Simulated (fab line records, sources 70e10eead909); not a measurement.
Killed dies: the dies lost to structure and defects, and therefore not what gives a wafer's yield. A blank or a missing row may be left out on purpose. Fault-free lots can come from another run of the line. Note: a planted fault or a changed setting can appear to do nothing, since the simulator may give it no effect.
Struck lot and sound lot, side by side | flow nand_harc | 14 steps out of a route of 1302
Sound: these wafers, L719.3, L719.4, L719.5. Wafers L729.2, L729.3, L729.5 were the ones struck. Last of all comes the cause.
Each step with rows lists, per side, the tool, then ch with its chambers, then its first start. Under that, the readings that differ: sound wafers | struck wafers | difference of the means | sigmas: that difference in standard deviations of wafers without a fault.
alike: readings with means less than 2 such deviations apart, plus words and numbers identical on both sides. not compared: withheld readings, readings lacking a value on some wafer, bounds such as >300 that could conceal the same value, and numbers that have no deviation in the record and whose values overlap.
A row with sigmas, a row that says differs or no value, or rows on one side alone: a step with any of these is where the two part. Numbers that don't overlap but have no deviation are shown without sigmas and don't part them. Lack of a reading on every wafer of one side parts them only where that side has two or more wafers.

NHARC_A_M0_CMP_23: polishes, t overpolish 20 s, target thk 113.75 nm.
  sound on cmp-01 ch 2,3, day 23 10:10; struck on cmp-02 ch 0,3, day 27 22:10
  alike: motor_current_A, retaining_ring_pressure_frac, time_to_endpoint_s
NHARC_A_M0_THK_MEAS_24: measures by xrf.
  sound on film_metro-01, day 23 10:29; struck on film_metro-01, day 27 22:29
  reading     | sound             | struck            | difference | sigmas
  thk_nm (nm) | 112.3 112.8 114.6 | 115.7 116.4 116.7 | +3.0       | +2
then, 1 step without rows for these wafers: NHARC_A_M0_SRD_25.
NHARC_A_M0_INSPECT_27:
  sound on defect_inspect-01, day 23 10:38; struck on defect_inspect-01, day 27 22:38
  alike: raw_defect_count
NHARC_A_M0_PRE_CLEAN_31: time 12 s.
  sound on pecvd-02 ch 1,2, day 23 10:43; struck on pecvd-04 ch 0,1,2, day 27 22:49
  alike: heater_power_w
NHARC_A_M0_DEP_32: deposits SiCN, target thk 30 nm.
  sound on pecvd-02 ch 1,2, day 23 10:47; struck on pecvd-04 ch 0,1,2, day 27 22:56
  alike: chamber_pressure_Torr, heater_power_w, showerhead_vpp_V
then, 5 steps without rows for these wafers: NHARC_A_M1_DEP_00 (deposits SiOC, target thk 182.5 nm); NHARC_A_M1_DEHYDRATE_01 (time 120 s); NHARC_A_M1_HMDS_02 (time 30 s); NHARC_A_M1_COAT_34 (time 65 s); NHARC_A_M1_COAT_03 (resist thk 90 nm).
NHARC_A_M1_SOFTBAKE_04: time 55 s.
  sound on litho_track-04 ch 0, day 23 11:00; struck on litho_track-04 ch 0, day 27 23:00
  reading                  | sound                | struck               | difference | sigmas
  heater_power_total_W (W) | 188.66 188.35 188.37 | 323.76 322.98 322.89 | +134.75    | +99 or more
  alike: resist_line_temp_C
then, 1 step without rows for these wafers: NHARC_A_M1_EBR_05.
NHARC_END_SORT_01:
  sound on prober-01 ch 0, day 25 01:07; struck on prober-01 ch 0, day 29 18:44
  alike: defect_limited_yield, killed_at_array, killed_at_other, killed_at_periphery, killed_dies, killed_open, killed_short

== WHERE THEY PART ==
First at NHARC_A_M0_THK_MEAS_24; last, within this record, at NHARC_A_M1_SOFTBAKE_04. Later steps at which nothing parts them and some readings are alike: NHARC_END_SORT_01.

WHY: the cause the simulator had injected
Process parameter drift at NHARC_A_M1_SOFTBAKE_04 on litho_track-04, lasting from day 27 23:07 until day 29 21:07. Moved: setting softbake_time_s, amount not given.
